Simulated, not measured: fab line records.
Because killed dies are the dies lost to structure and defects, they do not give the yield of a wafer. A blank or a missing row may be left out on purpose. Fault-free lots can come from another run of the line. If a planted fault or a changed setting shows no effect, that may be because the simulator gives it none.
fab line records	flow n5Finfet
[record] lots = 24	wafers = 72	lastDay = 18
route steps=1938 shown GATE_CUT@473 MOL_CONTACT_COAG@527
lots with no fault: from the same line, run without faults
startH: the number of hours between the record's first day and the start of the first shown wafer of the lot	waitH: hours from the lot's prior step to this one	" same as the row above	L1.1+2: several wafers, shown together as one row	- value missing, or start not given	* or withheld: withheld	< > ~ a bound
route shown NAME@n: names a module that has steps shown in the file, with the first one's number in the route	usual: mean/standard deviation of fault-free wafers	same: alike in all rows	chamber/n: place in a boat	sites: per-site readings	_std_site: how widely they spread, as a standard deviation	_edge_site: outer sites' mean less inner sites'	radiusMm: for every site, how far away it sits from the centre of the wafer	mask NAME#n: copy n	behind: the tool/chamber that last shaped the wafer	hold: what put the lot on hold/how long, in hours/how the hold closed	device: transistor that didn't switch, given as n, p or np	end of line: the same wafers' tests at the end of the route	a step given without rows: its recipe and nothing more	killed: at the first sort, the dies lost to defects and structure; wafer yield is something else	map: a wafer's dies, marking killed ones x, the rest . and places with no die _
set.NAME: the setting as run; set.NAME@STEP: as run at that earlier step	model.NAME: the simulator's own value behind a step, which no gauge read
steps of the route over a sample of lots; a table a step, a row a wafer
services: from which hour (startH, from the record's first day; less than 0 if before it) a tool's chamber was out of use, for how many hours, and why
[[steps]]
[step N5_GATE_CUT_SAC_CAP_01]
[recipe] material = SiNx	targetThkA = 240	tempC = 400	aldPrecursorFamily = SiH2I2	aldCoReactant = N2/H2-plasma	pulseTimeS = 1	aldCycles = 480	purgeTimeS = 2	coReactantPurgeTimeS = 2	pressureTorr = 2
[usual] heaterPowerW = 850/85	precursorPulseHeightRel = 0.998/0.02
lot.wafer	tool	chamber	startH	waitH	heaterPowerW	precursorPulseHeightRel
L076.1	aldSin-01	0	96.64	0.4	832	1.013
L076.3	"	1	"	"	915	1.016
L076.6	"	0	97.72	1.5	837	1.019
L075.2	aldSin-01	0	99.90	1.1	822	0.965
L075.4	"	1	"	"	908	1.024
L075.6	"	2	100.98	2.2	745	0.965
L077.1	aldSin-03	2	107.18	0.0	713	1.003
L077.3	"	0	"	"	842	0.988
L077.6	"	0	108.27	1.1	829	1.028
L078.3	aldSin-01	0	110.26	0.0	835	1.009
L078.4	"	1	"	"	903	0.975
L078.5	"	0	111.35	1.1	849	0.999
L074.1	aldSin-01	1	113.15	0.0	891	1.000
L074.5	"	1	114.23	1.1	923	1.005
L074.6	"	2	"	"	732	1.001
L079.3	aldSin-04	0	113.95	0.2	964	0.968
L079.4	"	1	"	"	834	1.024
L079.6	"	2	115.04	1.3	1020	0.995
L080.1	aldSin-01	2	118.38	0.6	741	0.993
L080.3	"	0	"	"	847	0.989
L080.6	"	3	119.46	1.7	780	1.023
L081.2	aldSin-01	3	120.90	0.0	750	1.015
L081.3	"	1	"	"	922	1.010
L081.5	"	2	121.99	1.1	730	0.970
L082.1	aldSin-04	2	129.47	0.0	995	1.004
L082.2	"	3	"	"	936	0.970
L082.4	"	1	"	"	853	1.018
L083.1	aldSin-04	2	135.16	0.0	1037	0.977
L083.2	"	3	"	"	944	0.978
L083.4	"	1	"	"	857	0.992
L084.1	aldSin-03	3	137.88	0.0	846	1.019
L084.2	"	2	"	"	700	1.016
L084.6	"	0	138.97	1.1	848	1.008
L085.2	aldSin-01	2	149.04	0.0	722	1.003
L085.3	"	0	"	"	824	0.982
L085.6	"	3	150.13	1.1	775	0.993
L086.1	aldSin-03	0	161.85	0.0	830	0.967
L086.3	"	2	"	"	706	1.012
L086.6	"	1	162.94	1.1	825	0.989
L087.1	aldSin-01	0	165.73	0.0	829	1.000
L087.3	"	1	"	"	913	0.951
L087.6	"	1	166.82	1.1	909	0.991
L088.2	aldSin-04	2	168.00	0.3	1023	1.001
L088.3	"	3	"	"	936	0.971
L088.5	"	1	169.09	1.4	833	0.993
L090.1	aldSin-04	0	173.84	0.1	972	1.011
L090.4	"	3	"	"	919	1.006
L090.5	"	1	174.93	1.2	854	0.997
L089.2	aldSin-01	3	176.02	0.4	779	0.998
L089.3	"	2	"	"	723	0.987
L089.4	"	0	"	"	816	0.965
L091.3	aldSin-03	1	184.96	0.1	808	1.024
L091.5	"	3	186.04	1.2	838	0.979
L091.6	"	0	"	"	844	0.999
L092.3	aldSin-03	1	189.36	0.6	810	1.001
L092.4	"	0	"	"	843	0.992
L092.6	"	0	190.45	1.7	834	1.018
L093.1	aldSin-04	1	193.67	0.0	842	1.007
L093.2	"	3	"	"	936	0.983
L093.4	"	2	"	"	1033	1.001
L094.1	aldSin-04	1	201.61	0.0	848	1.026
L094.2	"	0	"	"	963	0.972
L094.5	"	2	202.69	1.1	1022	0.963
L095.2	aldSin-03	3	208.97	0.4	822	0.982
L095.3	"	1	"	"	824	0.971
L095.4	"	0	"	"	842	0.996
L096.2	aldSin-01	2	213.35	0.0	714	1.007
L096.3	"	0	"	"	789	1.024
L096.4	"	1	"	"	869	0.981
L097.2	aldSin-03	1	221.93	0.0	810	1.025
L097.4	"	0	"	"	841	0.968
L097.5	"	0	223.02	1.1	841	0.996
[step N5_GATE_CUT_CD_MEAS_13]
[recipe] targetCdNm = 20	landingEnergyEv = 500	detector = seInlens
[usual] cdNm = 19.99/0.24
lot.wafer	tool	chamber	startH	waitH	cdNm
L076.1	cdSem-01	0	99.57	-	20.26
L076.3	"	0	"	"	19.88
L076.6	"	0	"	"	19.92
L075.2	cdSem-02	0	102.96	-	19.68
L075.4	"	0	"	"	19.92
L075.6	"	0	"	"	19.63
L077.1	cdSem-02	0	110.12	-	19.66
L077.3	"	0	"	"	19.87
L077.6	"	0	"	"	19.84
L078.3	cdSem-02	0	113.33	-	19.95
L078.4	"	0	"	"	19.89
L078.5	"	0	"	"	19.81
L074.1	cdSem-02	0	116.08	-	19.90
L074.5	"	0	"	"	20.33
L074.6	"	0	"	"	20.46
L079.3	cdSem-03	0	117.02	-	20.21
L079.4	"	0	"	"	20.11
L079.6	"	0	"	"	20.08
L080.1	cdSem-03	0	121.43	-	19.97
L080.3	"	0	"	"	19.67
L080.6	"	0	"	"	20.14
L081.2	cdSem-03	0	123.84	-	20.25
L081.3	"	0	"	"	20.20
L081.5	"	0	"	"	20.06
L082.1	cdSem-02	0	132.53	-	19.63
L082.2	"	0	"	"	19.75
L082.4	"	0	"	"	19.72
L083.1	cdSem-01	0	138.24	-	20.05
L083.2	"	0	"	"	19.97
L083.4	"	0	"	"	19.96
L084.1	cdSem-01	0	140.82	-	19.92
L084.2	"	0	"	"	20.22
L084.6	"	0	"	"	20.02
L085.2	cdSem-03	0	152.10	-	19.93
L085.3	"	0	"	"	19.63
L085.6	"	0	"	"	20.01
L086.1	cdSem-03	0	164.91	-	20.38
L086.3	"	0	"	"	20.09
L086.6	"	0	"	"	20.20
L087.1	cdSem-02	0	168.72	-	19.95
L087.3	"	0	"	"	19.57
L087.6	"	0	"	"	19.91
L088.2	cdSem-01	0	170.96	-	20.25
L088.3	"	0	"	"	20.13
L088.5	"	0	"	"	20.44
L090.1	cdSem-02	0	176.79	-	20.06
L090.4	"	0	"	"	19.83
L090.5	"	0	"	"	19.93
L089.2	cdSem-03	0	178.95	-	19.92
L089.3	"	0	"	"	20.35
L089.4	"	0	"	"	20.14
L091.3	cdSem-01	0	187.95	-	20.11
L091.5	"	0	"	"	19.66
L091.6	"	0	"	"	19.89
L092.3	cdSem-01	0	192.30	-	19.86
L092.4	"	0	"	"	19.76
L092.6	"	0	"	"	20.31
L093.1	cdSem-01	0	196.60	-	20.22
L093.2	"	0	"	"	20.62
L093.4	"	0	"	"	19.83
L094.1	cdSem-02	0	204.66	-	20.07
L094.2	"	0	"	"	20.15
L094.5	"	0	"	"	20.07
L095.2	cdSem-02	0	212.04	-	20.01
L095.3	"	0	"	"	20.03
L095.4	"	0	"	"	19.85
L096.2	cdSem-03	0	216.41	-	20.28
L096.3	"	0	"	"	19.98
L096.4	"	0	"	"	20.14
L097.2	cdSem-03	0	224.99	-	19.97
L097.4	"	0	"	"	20.26
L097.5	"	0	"	"	20.22
[step N5_GATE_CUT_DESCUM_18]
[recipe] chemistry = O2	timeS = 7	sourcePowerW = 50	biasPowerW = 20	pressureMtorr = 20	rfFrequencyHz = 2.712e+07	tempC = 40	resist = CAR-EUV	o2FlowSccm = 225
[usual] drypumpMotorCurrentA = 5.9/0.34	o2FlowSccm = 225.1/0.64	oesProductAu = 0.80/0.1	rfVppV = 242.9/1.4	showerheadPlenumPTorr = 2.08/0.081	throttleValvePct = 20.44/0.24
lot.wafer	tool	chamber	startH	waitH	drypumpMotorCurrentA	o2FlowSccm	oesProductAu	rfHoursCounterH	rfVppV	showerheadPlenumPTorr	throttleValvePct
L076.1	rieDiel-02	3	99.69	0.0	5.9	225.5	0.96	10	244.9	2.16	20.36
L076.3	"	1	"	"	5.9	223.9	0.77	123	242.6	2.10	20.60
L076.6	"	0	"	"	6.6	224.2	0.73	-	241.9	1.97	20.37
L075.2	rieDiel-04	3	103.24	0.2	5.4	226.8	0.89	29	242.9	2.14	20.09
L075.4	"	0	"	"	6.3	224.5	0.69	-	241.8	2.00	20.83
L075.6	"	3	"	"	5.4	225.5	0.89	-	243.8	2.14	20.09
L077.1	rieDiel-06	0	110.25	0.0	5.8	225.1	0.96	8	244.4	2.16	20.12
L077.3	"	2	"	"	5.9	224.9	0.76	112	246.3	2.22	20.25
L077.6	"	2	"	"	5.9	225.8	0.77	-	244.0	2.22	20.24
L078.3	rieDiel-06	2	113.60	0.2	5.9	224.9	0.76	113	245.7	2.22	20.24
L078.4	"	0	"	"	5.9	224.8	0.94	9	242.6	2.16	20.13
L078.5	"	2	"	"	5.9	225.2	0.77	-	243.6	2.22	20.26
L074.1	rieDiel-06	1	116.20	0.0	6.0	225.4	0.69	231	240.6	1.96	20.46
L074.5	"	0	"	"	5.8	225.2	0.95	-	243.3	2.16	20.12
L074.6	"	1	"	"	6.0	226.3	0.68	-	240.8	1.96	20.45
L079.3	rieDiel-04	0	117.14	0.0	6.3	225.0	0.69	230	242.7	1.99	20.86
L079.4	"	3	"	"	5.4	225.5	0.88	-	243.8	2.14	20.10
L079.6	"	1	"	"	5.8	225.6	0.68	-	243.6	2.06	20.56
L080.1	rieDiel-04	0	121.56	0.0	6.3	225.5	0.70	232	242.1	1.99	20.85
L080.3	"	3	"	"	5.4	226.4	0.88	37	244.8	2.14	20.08
L080.6	"	3	"	"	5.4	225.2	0.89	-	243.6	2.14	20.10
L081.2	rieDiel-06	1	124.53	0.6	5.9	225.6	0.69	234	241.7	1.96	20.46
L081.3	"	2	"	"	5.9	224.7	0.78	117	243.3	2.21	20.25
L081.5	"	1	"	"	5.9	225.8	0.68	-	240.5	1.96	20.46
L082.1	rieDiel-02	3	132.77	0.1	5.9	226.1	0.93	20	243.7	2.15	20.39
L082.2	"	0	"	"	6.5	225.6	0.73	207	242.6	1.97	20.37
L082.4	"	1	"	"	5.9	225.7	0.76	133	243.0	2.09	20.62
L083.1	rieDiel-06	3	138.64	0.3	5.8	224.1	0.86	56	241.9	2.03	20.70
L083.2	"	2	"	"	5.9	226.5	0.77	121	244.3	2.21	20.25
L083.4	"	1	"	"	5.9	225.0	0.68	238	241.2	1.95	20.47
L084.1	rieDiel-04	3	140.94	0.0	5.4	224.7	0.87	46	243.4	2.13	20.10
L084.2	"	0	"	"	6.3	224.8	0.69	241	242.5	1.99	20.86
L084.6	"	1	"	"	5.8	224.6	0.68	-	242.8	2.06	20.58
L085.2	rieDiel-02	2	152.23	0.0	5.3	224.6	0.93	16	244.9	2.14	20.32
L085.3	"	0	"	"	6.6	225.8	0.71	212	241.5	1.97	20.38
L085.6	"	0	"	"	6.5	225.3	0.71	-	241.8	1.97	20.36
L086.1	rieDiel-02	1	165.04	0.0	5.9	225.1	0.75	144	242.4	2.09	20.64
L086.3	"	3	"	"	5.9	224.5	0.92	29	243.9	2.15	20.39
L086.6	"	1	"	"	5.9	225.2	0.76	-	242.6	2.09	20.62
L087.1	rieDiel-04	3	168.85	0.0	5.4	226.2	0.85	55	244.5	2.13	20.12
L087.3	"	1	"	"	5.8	225.3	0.67	238	241.5	2.05	20.58
L087.6	"	3	"	"	5.4	225.7	0.85	-	243.3	2.13	20.14
L088.2	rieDiel-06	1	171.59	0.5	5.9	225.9	0.67	247	241.8	1.95	20.48
L088.3	"	2	"	"	5.9	224.9	0.76	130	244.1	2.21	20.26
L088.5	"	0	"	"	5.9	224.7	0.90	-	243.0	2.15	20.15
L090.1	rieDiel-04	1	177.05	0.2	5.8	224.3	0.66	242	243.6	2.05	20.59
L090.4	"	1	"	"	5.8	223.7	0.67	-	241.6	2.05	20.59
L090.5	"	0	"	"	6.3	224.6	0.68	-	239.8	1.99	20.89
L089.2	rieDiel-02	2	179.07	0.0	5.2	225.4	0.93	22	244.2	2.14	20.35
L089.3	"	1	"	"	5.9	225.5	0.76	149	242.7	2.09	20.63
L089.4	"	3	"	"	5.9	225.6	0.91	35	243.6	2.15	20.41
L091.3	rieDiel-02	2	188.08	0.0	5.2	225.5	0.92	26	242.5	2.13	20.32
L091.5	"	0	"	"	6.5	225.0	0.70	-	242.3	1.96	20.40
L091.6	"	2	"	"	5.2	226.2	0.92	-	243.9	2.13	20.35
L092.3	rieDiel-04	3	192.57	0.2	5.4	225.0	0.83	65	244.0	2.13	20.15
L092.4	"	3	"	"	5.4	225.4	0.84	-	243.9	2.13	20.15
L092.6	"	0	"	"	6.3	224.0	0.67	-	240.7	1.99	20.90
L093.1	rieDiel-02	1	196.72	0.0	5.9	225.6	0.75	153	243.0	2.09	20.66
L093.2	"	3	"	"	5.9	225.2	0.89	42	243.4	2.15	20.44
L093.4	"	2	"	"	5.2	225.4	0.92	29	243.9	2.13	20.35
L094.1	rieDiel-06	1	204.79	0.0	5.9	223.3	1.00	1	245.2	2.21	20.15
L094.2	"	3	"	"	5.9	226.7	0.82	77	241.7	2.02	20.74
L094.5	"	2	"	"	5.9	225.0	0.74	-	244.1	2.20	20.28
L095.2	rieDiel-02	2	212.16	0.0	5.3	225.3	0.90	34	242.5	2.13	20.36
L095.3	"	1	"	"	5.9	224.8	0.74	158	243.2	2.09	20.66
L095.4	"	0	"	"	6.6	224.6	0.69	234	240.3	1.96	20.40
L096.2	rieDiel-04	1	216.53	0.0	5.8	225.1	0.66	256	242.6	2.05	20.60
L096.3	"	3	"	"	5.4	224.5	0.84	73	243.9	2.12	20.14
L096.4	"	0	"	"	6.3	225.8	0.66	-	240.5	1.98	20.90
L097.2	rieDiel-06	2	225.11	0.0	6.0	224.7	0.74	148	245.0	2.20	20.29
L097.4	"	1	"	"	5.9	224.9	0.97	8	245.5	2.21	20.15
L097.5	"	1	"	"	5.9	224.7	0.96	-	245.7	2.21	20.16
[step N5_GATE_CUT_ETCH_28]
[recipe] chemistry = N2/H2	target = underlayer	targetDepthA = 130	maskMaterial = CAR-EUV	timeS = 10.4	ionEnergyEv = 200	pressureMtorr = 30	sourceW = 840	biasW = 150	n2FlowSccm = 200	h2FlowSccm = 200	ends = cleared
[usual] drypumpMotorCurrentA = 5.9/0.34	etchRfOnTimeS = 10.5/0.33	oesProductAu = 0.68/0.087	rfVppV = 523.5/2.7	showerheadPlenumPTorr = 2.53/0.092	throttleValvePct = 17.91/0.28
lot.wafer	tool	chamber	startH	waitH	drypumpMotorCurrentA	etchRfOnTimeS	oesProductAu	rfHoursCounterH	rfVppV	showerheadPlenumPTorr	throttleValvePct
L076.1	rieDiel-02	3	99.73	0.0	5.9	10.8	0.80	10	526.5	2.61	17.71
L076.3	"	1	"	"	5.9	10.7	0.65	123	524.2	2.55	18.13
L076.6	"	0	"	"	6.5	10.7	0.62	-	520.1	2.41	17.99
L075.2	rieDiel-04	3	103.27	0.0	5.4	9.8	0.78	29	526.2	2.61	17.63
L075.4	"	0	"	"	6.4	10.7	0.60	-	520.8	2.41	18.20
L075.6	"	3	"	"	5.4	9.7	0.78	-	524.3	2.61	17.63
L077.1	rieDiel-06	0	110.28	0.0	5.9	10.1	0.82	8	526.1	2.60	17.35
L077.3	"	2	"	"	5.9	11.0	0.64	112	525.8	2.67	17.59
L077.6	"	2	"	"	5.9	11.0	0.64	-	526.5	2.67	17.60
L078.3	rieDiel-06	2	113.64	0.0	6.0	10.9	0.64	113	528.6	2.67	17.60
L078.4	"	0	"	"	5.9	10.1	0.82	9	523.9	2.60	17.33
L078.5	"	2	"	"	5.9	11.0	0.64	-	528.0	2.67	17.59
L074.1	rieDiel-06	1	116.24	0.0	5.9	10.7	0.59	231	521.6	2.40	18.05
L074.5	"	0	"	"	5.9	10.1	0.80	-	524.0	2.60	17.33
L074.6	"	1	"	"	6.0	10.7	0.59	-	519.2	2.40	18.06
L079.3	rieDiel-04	0	117.17	0.0	6.3	10.6	0.59	230	518.4	2.41	18.20
L079.4	"	3	"	"	5.4	9.8	0.77	-	525.9	2.60	17.64
L079.6	"	1	"	"	5.8	10.3	0.59	-	523.5	2.52	18.15
L080.1	rieDiel-04	0	121.59	0.0	6.3	10.8	0.58	232	520.1	2.41	18.21
L080.3	"	3	"	"	5.4	9.9	0.76	37	526.5	2.60	17.65
L080.6	"	3	"	"	5.4	9.9	0.76	-	524.9	2.60	17.67
L081.2	rieDiel-06	1	124.57	0.0	6.0	10.4	0.60	234	520.1	2.39	18.06
L081.3	"	2	"	"	5.9	10.9	0.64	117	528.5	2.67	17.59
L081.5	"	1	"	"	6.0	10.5	0.59	-	520.0	2.39	18.07
L082.1	rieDiel-02	3	132.80	0.0	5.9	10.7	0.78	20	525.1	2.61	17.75
L082.2	"	0	"	"	6.5	10.6	0.61	207	519.1	2.40	17.99
L082.4	"	1	"	"	5.9	10.7	0.65	133	524.4	2.55	18.15
L083.1	rieDiel-06	3	138.68	0.0	5.9	10.5	0.73	56	522.9	2.48	18.25
L083.2	"	2	"	"	6.0	10.9	0.64	121	525.6	2.67	17.62
L083.4	"	1	"	"	5.9	10.5	0.59	238	517.9	2.39	18.08
L084.1	rieDiel-04	3	140.98	0.0	5.4	9.9	0.76	46	525.6	2.60	17.65
L084.2	"	0	"	"	6.4	10.8	0.58	241	518.6	2.41	18.24
L084.6	"	1	"	"	5.8	10.5	0.58	-	522.2	2.52	18.14
L085.2	rieDiel-02	2	152.26	0.0	5.3	10.6	0.79	16	526.2	2.60	17.79
L085.3	"	0	"	"	6.6	10.6	0.60	212	521.7	2.40	17.98
L085.6	"	0	"	"	6.6	10.5	0.60	-	520.0	2.40	18.01
L086.1	rieDiel-02	1	165.07	0.0	5.9	10.4	0.65	144	523.7	2.54	18.17
L086.3	"	3	"	"	5.9	10.4	0.77	29	524.5	2.60	17.75
L086.6	"	1	"	"	5.9	10.5	0.65	-	524.7	2.54	18.17
L087.1	rieDiel-04	3	168.88	0.0	5.4	9.8	0.74	55	524.0	2.59	17.67
L087.3	"	1	"	"	5.8	10.6	0.58	238	524.3	2.52	18.16
L087.6	"	3	"	"	5.4	9.9	0.74	-	525.1	2.59	17.67
L088.2	rieDiel-06	1	171.63	0.0	6.0	10.4	0.59	247	520.6	2.39	18.09
L088.3	"	2	"	"	5.9	10.7	0.64	130	526.6	2.66	17.61
L088.5	"	0	"	"	5.9	9.9	0.78	-	525.8	2.59	17.37
L090.1	rieDiel-04	1	177.09	0.0	5.8	10.5	0.58	242	521.4	2.52	18.17
L090.4	"	1	"	"	5.8	10.6	0.57	-	524.2	2.52	18.17
L090.5	"	0	"	"	6.4	10.9	0.57	-	520.5	2.40	18.27
L089.2	rieDiel-02	2	179.11	0.0	5.3	10.7	0.78	22	526.4	2.60	17.82
L089.3	"	1	"	"	5.9	10.7	0.63	149	523.5	2.54	18.16
L089.4	"	3	"	"	5.9	10.8	0.75	35	527.4	2.60	17.78
L091.3	rieDiel-02	2	188.11	0.0	5.3	10.7	0.78	26	525.3	2.60	17.81
L091.5	"	0	"	"	6.6	10.8	0.60	-	520.9	2.40	18.01
L091.6	"	2	"	"	5.2	10.7	0.78	-	526.0	2.60	17.81
L092.3	rieDiel-04	3	192.61	0.0	5.4	9.8	0.74	65	523.9	2.59	17.69
L092.4	"	3	"	"	5.4	9.9	0.73	-	524.5	2.59	17.68
L092.6	"	0	"	"	6.4	10.7	0.58	-	519.2	2.40	18.25
L093.1	rieDiel-02	1	196.76	0.0	5.9	10.7	0.63	153	523.9	2.54	18.19
L093.2	"	3	"	"	5.9	10.6	0.76	42	525.2	2.60	17.76
L093.4	"	2	"	"	5.3	10.8	0.76	29	524.8	2.60	17.81
L094.1	rieDiel-06	1	204.82	0.0	5.9	10.4	0.86	1	527.6	2.71	17.66
L094.2	"	3	"	"	5.9	10.6	0.71	77	522.3	2.47	18.32
L094.5	"	2	"	"	5.9	10.9	0.62	-	526.9	2.66	17.64
L095.2	rieDiel-02	2	212.19	0.0	5.3	10.8	0.76	34	524.9	2.60	17.85
L095.3	"	1	"	"	5.9	10.7	0.62	158	524.4	2.54	18.18
L095.4	"	0	"	"	6.6	10.6	0.59	234	519.3	2.39	18.04
L096.2	rieDiel-04	1	216.57	0.0	5.8	10.4	0.57	256	524.5	2.51	18.21
L096.3	"	3	"	"	5.4	9.9	0.72	73	524.7	2.59	17.71
L096.4	"	0	"	"	6.3	10.6	0.58	-	519.5	2.40	18.27
L097.2	rieDiel-06	2	225.15	0.0	5.9	10.8	0.62	148	527.0	2.65	17.65
L097.4	"	1	"	"	5.9	10.3	0.84	8	527.8	2.70	17.70
L097.5	"	1	"	"	5.9	10.3	0.83	-	528.9	2.70	17.69
[step N5_GATE_CUT_VAPOR_ETCH_51]
[recipe] chemistry = BCl3/Cl2	target = HfO2	mode = isotropic
[usual] drypumpMotorCurrentA = 5.9/0.48	oesProductAu = 0.77/0.12
lot.wafer	tool	chamber	startH	waitH	drypumpMotorCurrentA	oesProductAu
L076.1	rieMetal-02	1	100.33	0.0	5.0	0.75
L076.3	"	1	"	"	5.0	0.75
L076.6	"	1	"	"	5.0	0.74
L075.2	rieMetal-01	0	103.87	0.0	6.0	0.59
L075.4	"	0	"	"	6.1	0.60
L075.6	"	1	"	"	5.8	0.87
L077.1	rieMetal-01	1	110.88	0.0	5.9	0.87
L077.3	"	1	"	"	5.8	0.86
L077.6	"	0	"	"	6.0	0.60
L078.3	rieMetal-02	0	114.24	0.0	5.6	0.66
L078.4	"	1	"	"	5.0	0.74
L078.5	"	0	"	"	5.6	0.66
L074.1	rieMetal-01	0	116.84	0.0	6.0	0.60
L074.5	"	1	"	"	5.8	0.87
L074.6	"	0	"	"	6.1	0.59
L079.3	rieMetal-01	1	117.78	0.0	5.8	0.86
L079.4	"	0	"	"	6.1	0.60
L079.6	"	0	"	"	6.1	0.60
L080.1	rieMetal-02	1	122.19	0.0	5.0	0.74
L080.3	"	0	"	"	5.6	0.64
L080.6	"	1	"	"	5.0	0.75
L081.2	rieMetal-01	1	125.17	0.0	5.8	0.86
L081.3	"	1	"	"	5.8	0.86
L081.5	"	0	"	"	6.1	0.60
L082.1	rieMetal-03	0	133.40	0.0	6.4	0.71
L082.2	"	1	"	"	6.4	0.93
L082.4	"	0	"	"	6.4	0.71
L083.1	rieMetal-02	0	139.28	0.0	5.6	0.65
L083.2	"	1	"	"	5.0	0.74
L083.4	"	1	"	"	5.0	0.74
L084.1	rieMetal-03	1	141.58	0.0	6.4	0.93
L084.2	"	0	"	"	6.4	0.70
L084.6	"	1	"	"	6.4	0.91
L085.2	rieMetal-03	1	152.86	0.0	6.4	0.92
L085.3	"	1	"	"	6.4	0.92
L085.6	"	1	"	"	6.4	0.91
L086.1	rieMetal-01	1	165.91	0.1	5.9	0.85
L086.3	"	1	"	"	5.8	0.84
L086.6	"	1	"	"	5.8	0.85
L087.1	rieMetal-01	1	169.48	0.0	5.8	0.84
L087.3	"	1	"	"	5.8	0.84
L087.6	"	0	"	"	6.1	0.99
L088.2	rieMetal-03	1	172.23	0.0	6.4	0.90
L088.3	"	0	"	"	6.5	0.71
L088.5	"	1	"	"	6.4	0.90
L090.1	rieMetal-03	0	177.69	0.0	6.5	0.70
L090.4	"	0	"	"	6.4	0.71
L090.5	"	1	"	"	6.4	0.90
L089.2	rieMetal-03	1	179.71	0.0	6.4	0.89
L089.3	"	1	"	"	6.4	0.89
L089.4	"	0	"	"	6.5	0.71
L091.3	rieMetal-01	0	188.97	0.1	6.0	0.94
L091.5	"	0	"	"	6.0	0.92
L091.6	"	0	"	"	6.0	0.93
L092.3	rieMetal-01	0	193.47	0.1	6.1	0.93
L092.4	"	0	"	"	6.0	0.93
L092.6	"	0	"	"	6.0	0.93
L093.1	rieMetal-02	1	197.36	0.0	4.9	0.73
L093.2	"	0	"	"	5.6	0.64
L093.4	"	0	"	"	5.6	0.63
L094.1	rieMetal-02	1	205.42	0.0	4.9	0.73
L094.2	"	0	"	"	5.6	0.64
L094.5	"	1	"	"	4.9	0.73
L095.2	rieMetal-03	1	212.79	0.0	6.5	0.88
L095.3	"	1	"	"	6.4	0.88
L095.4	"	0	"	"	6.4	0.70
L096.2	rieMetal-03	1	217.17	0.0	6.4	0.88
L096.3	"	1	"	"	6.4	0.88
L096.4	"	0	"	"	6.4	0.71
L097.2	rieMetal-02	1	225.75	0.0	4.9	0.72
L097.4	"	0	"	"	5.6	0.63
L097.5	"	1	"	"	5.0	0.71
[step N5_MOL_CONTACT_COAG_OVL_MEAS_09]
[recipe] pointsPerWafer = 522
[usual] CA_OVL = 0.1/0.71
lot.wafer	tool	chamber	startH	waitH	CA_OVL[nm]
L076.1	overlay-02	0	104.00	0.0	1.4
L076.3	"	0	"	"	0.4
L076.6	"	0	"	"	0.3
L075.2	overlay-02	0	107.02	0.0	0.0
L075.4	"	0	"	"	-0.5
L075.6	"	0	"	"	0.0
L077.1	overlay-02	0	114.07	0.0	-0.2
L077.3	"	0	"	"	0.1
L077.6	"	0	"	"	-0.3
L078.3	overlay-02	0	117.64	0.0	0.2
L078.4	"	0	"	"	0.2
L078.5	"	0	"	"	0.8
L074.1	overlay-01	0	120.02	0.0	-0.3
L074.5	"	0	"	"	0.1
L074.6	"	0	"	"	-0.5
L079.3	overlay-02	0	121.57	0.0	-0.5
L079.4	"	0	"	"	0.4
L079.6	"	0	"	"	-0.5
L080.1	overlay-02	0	125.60	0.0	0.1
L080.3	"	0	"	"	0.8
L080.6	"	0	"	"	2.5
L081.2	overlay-01	0	128.38	0.0	0.0
L081.3	"	0	"	"	0.3
L081.5	"	0	"	"	1.7
L082.1	overlay-01	0	136.85	0.0	0.4
L082.2	"	0	"	"	-0.4
L082.4	"	0	"	"	-0.6
L083.1	overlay-01	0	142.33	0.0	0.1
L083.2	"	0	"	"	-0.3
L083.4	"	0	"	"	-0.3
L084.1	overlay-02	0	144.66	0.0	-0.3
L084.2	"	0	"	"	1.0
L084.6	"	0	"	"	-0.6
L085.2	overlay-01	0	156.05	0.0	-0.1
L085.3	"	0	"	"	-1.4
L085.6	"	0	"	"	-0.4
L086.1	overlay-02	0	169.12	0.0	0.1
L086.3	"	0	"	"	-0.5
L086.6	"	0	"	"	-0.5
L087.1	overlay-01	0	172.54	0.0	-1.4
L087.3	"	0	"	"	-0.1
L087.6	"	0	"	"	0.2
L088.2	overlay-01	0	175.77	0.0	1.5
L088.3	"	0	"	"	0.6
L088.5	"	0	"	"	0.6
L090.1	overlay-02	0	181.18	0.0	0.6
L090.4	"	0	"	"	0.3
L090.5	"	0	"	"	0.2
L089.2	overlay-01	0	183.22	0.0	1.0
L089.3	"	0	"	"	0.8
L089.4	"	0	"	"	1.1
L091.3	overlay-02	0	194.40	0.0	0.4
L091.5	"	0	"	"	-0.3
L091.6	"	0	"	"	-0.2
L092.3	overlay-02	0	196.55	0.0	-0.4
L092.4	"	0	"	"	-0.9
L092.6	"	0	"	"	-0.5
L093.1	overlay-02	0	200.54	0.0	2.1
L093.2	"	0	"	"	0.2
L093.4	"	0	"	"	0.3
L094.1	overlay-02	0	209.01	0.0	-0.2
L094.2	"	0	"	"	0.1
L094.5	"	0	"	"	-1.2
L095.2	overlay-01	0	215.94	0.0	-0.9
L095.3	"	0	"	"	0.2
L095.4	"	0	"	"	-1.1
L096.2	overlay-01	0	220.23	0.0	0.1
L096.3	"	0	"	"	0.2
L096.4	"	0	"	"	-0.1
L097.2	overlay-02	0	228.93	0.0	1.0
L097.4	"	0	"	"	0.6
L097.5	"	0	"	"	0.6
[[services]]
tool	chamber	startH	hours	kind
rieDiel-02	2	73.95	-	clean
rieDiel-02	2	73.95	-	consumableReplace:focusRing
rieDiel-02	2	73.95	23.0	scheduledDown
rieDiel-02	2	73.95	23.0	ventCycle
rieDiel-06	-	75.17	0.9	repair
aldSin-03	-	87.38	14.0	pm
rieDiel-04	2	96.92	132.0	repair
rieDiel-02	2	161.44	8.3	repair
rieMetal-01	1	173.00	50.6	repair
aldSin-01	-	178.19	14.0	pm
aldSin-01	0	178.19	14.0	ventCycle
aldSin-01	1	178.19	14.0	ventCycle
aldSin-01	2	178.19	14.0	ventCycle
aldSin-01	3	178.19	14.0	ventCycle
rieDiel-06	1	180.43	-	clean
rieDiel-06	1	180.43	-	consumableReplace:focusRing
rieDiel-06	1	180.43	-	consumableReplace:showerhead
rieDiel-02	1	183.49	5.8	repair
aldSin-01	0	192.19	-	clean
aldSin-01	1	192.19	-	clean
rieDiel-02	-	199.34	2.8	pm
aldSin-03	-	202.41	6.0	pm
aldSin-03	-	213.12	1.4	repair
aldSin-04	0	216.77	4.9	repair
[[key]]
fault none
